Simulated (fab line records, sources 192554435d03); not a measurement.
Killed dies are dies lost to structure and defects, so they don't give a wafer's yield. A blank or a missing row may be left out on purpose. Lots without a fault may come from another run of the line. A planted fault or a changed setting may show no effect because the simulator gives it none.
Split-lot experiment | flow n5_finfet | 7 lots, 39 wafers read, on a route of 1938 steps

THE SPLIT
At N5_BEOL_M13_TRENCH_ETCH_34 (etches SiOC in C4F8/O2/Ar, target depth 413.47 nm, time 162.6 s), the setting time_s was moved away from the recipe's 162.6 s on 18 of the 39 wafers read, by -33.2% to +56.6%. The other wafers ran this setting at the recipe's value.

FROM THE SPLIT TO THE READING: what the file shows between them, 7 steps
- N5_BEOL_M13_STRIP_70: strips in C4F8/O2/Ar
- N5_BEOL_M13_OCD_MEAS_35
- N5_BEOL_M13_STRIP_37: strips in N2/H2
- N5_BEOL_M13_ETCH_38: etches SiCN in CF4/N2, target depth 67.5 nm, time 71.9 s
- N5_BEOL_M13_ECD_47: material Cu, target thk 936 nm
- N5_BEOL_M13_ANNEAL_48: time 90 s
- N5_BEOL_M13_CMP_49: polishes, stops on SiOC, t overpolish 17.1 s, target thk 420 nm

THE READING
M13_THK, in nm, at N5_BEOL_M13_THK_MEAS_50 (measures by xrf). Fault-free wafers of this fab line usually give 409 nm, standard deviation 7.9 nm.

wafer  | tool, chamber at the split | time_s as run, s | against the recipe | M13_THK, nm | against lot-mates on the recipe
L075.1 | rie_diel-03, 2             | 162.6            | recipe             | 407         | -
L075.2 | rie_diel-03, 1             | 202.8            | +24.7%             | 507         | +94
L075.3 | rie_diel-03, 0             | 202.8            | +24.7%             | 503         | +90
L075.4 | rie_diel-03, 3             | 202.8            | +24.7%             | 517         | +104
L075.5 | rie_diel-03, 3             | 162.6            | recipe             | 419         | -
L075.6 | rie_diel-03, 2             | 162.6            | recipe             | 412         | -
L077.1 | rie_diel-04, 0             | 235.1            | +44.6%             | 589         | +172
L077.2 | rie_diel-04, 2             | 162.6            | recipe             | 424         | -
L077.3 | rie_diel-04, 3             | 162.6            | recipe             | 417         | -
L077.4 | rie_diel-04, 1             | 162.6            | recipe             | 411         | -
L077.5 | rie_diel-04, 3             | 235.1            | +44.6%             | 599         | +182
L077.6 | rie_diel-04, 0             | 235.1            | +44.6%             | 596         | +179
L080.1 | rie_diel-03, 2             | 162.6            | recipe             | 405         | -
L080.2 | rie_diel-03, 3             | 213.9            | +31.5%             | 538         | +132
L080.3 | rie_diel-03, 0             | 162.6            | recipe             | 407         | -
L080.4 | rie_diel-03, 2             | 213.9            | +31.5%             | 534         | +128
L080.5 | rie_diel-03, 3             | 213.9            | +31.5%             | 543         | +137
L080.6 | rie_diel-03, 0             | 162.6            | recipe             | 405         | -
L079.1 | rie_diel-03, 3             | 162.6            | recipe             | 413         | -
L079.2 | rie_diel-03, 2             | 108.6            | -33.2%             | 274         | -132
L079.3 | rie_diel-03, 0             | 162.6            | recipe             | 400         | -
L079.4 | rie_diel-03, 0             | 162.6            | recipe             | 406         | -
L079.5 | rie_diel-03, 2             | 108.6            | -33.2%             | 275         | -131
L079.6 | rie_diel-03, 3             | 108.6            | -33.2%             | 280         | -126
L082.1 | rie_diel-01, 3             | 189.3            | +16.4%             | 473         | +66
L082.2 | rie_diel-01, 2             | 162.6            | recipe             | 394         | -
L082.3 | rie_diel-01, 1             | 189.3            | +16.4%             | 477         | +70
L082.4 | rie_diel-01, 0             | 189.3            | +16.4%             | 486         | +79
L082.5 | rie_diel-01, 1             | 162.6            | recipe             | 406         | -
L082.6 | rie_diel-01, 0             | 162.6            | recipe             | 421         | -
L088.1 | rie_diel-03, 1             | 254.7            | +56.6%             | 625         | +221
L088.2 | rie_diel-03, 3             | 254.7            | +56.6%             | 639         | +235
L088.3 | rie_diel-03, 0             | 254.7            | +56.6%             | 635         | +231
L088.4 | rie_diel-03, 2             | 162.6            | recipe             | 405         | -
L088.5 | rie_diel-03, 2             | 162.6            | recipe             | 401         | -
L088.6 | rie_diel-03, 1             | 162.6            | recipe             | 405         | -
L094.1 | rie_diel-04, 3             | 162.6            | recipe             | 409         | -
L094.2 | rie_diel-04, 2             | 162.6            | recipe             | 407         | -
L094.5 | rie_diel-04, 1             | 162.6            | recipe             | 400         | -

THE FIT
A straight line over all 39 wafers: M13_THK changes by +4.04 nm for each +1% of time_s; r = +1.00; the points scatter about the line by 6.8 nm.
The same after taking each lot's own level away (the mean of its wafers on the recipe; 39 wafers): +4.01 nm for each +1%; r = +1.00; scatter 6 nm.
On that fit, the largest move of time_s shifts the reading by 2.3e+02 nm.
The lots' own levels span 403.7 to 417.3 nm, that is 1.7 times the standard deviation above.
So the lot-to-lot level changes the slope little: the two slopes agree.
Check: with one of the wafers moved furthest among these (+56.6%) left out of the fit, the line predicts +229 nm for it against its lot-mates. It came out at +221 nm against them.

THE WHOLE CHAIN: every reading that the file lists as answering this split, in the file's order
step                       | what it does                                                    | reading                                                                       | change (the file's fit)                                                                 | r (the file's)
N5_BEOL_M13_TRENCH_ETCH_34 | etches SiOC in C4F8/O2/Ar, target depth 413.47 nm, time 162.6 s | etch.depth_nm (the simulator's own value, which no gauge read)                | +4.1 nm for each +1% of the setting                                                     | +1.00
N5_BEOL_M13_OCD_MEAS_35    |                                                                 | trench_depth_nm                                                               | +4.09 nm for each +1% of the setting                                                    | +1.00
N5_BEOL_M13_CMP_49         | polishes, stops on SiOC, t overpolish 17.1 s, target thk 420 nm | Cu_of_BEOL_M13_ECD_47.thk_nm (the simulator's own value, which no gauge read) | +4.11 nm for each +1% of the setting                                                    | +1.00
N5_BEOL_M13_THK_MEAS_50    | measures by xrf                                                 | M13_THK                                                                       | +4.03 for each +1% of the setting                                                       | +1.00
N5_BEOL_M13_RS_MEAS_54     | measures by four-point-probe                                    | M13_RS                                                                        | not straight: 0.0687 at the lowest setting, 0.0456 at the recipe, 0.0291 at the highest | not given

THE FILE'S OWN FIT
M13_THK changes by +4.03 nm for each +1% of time_s, r = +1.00.
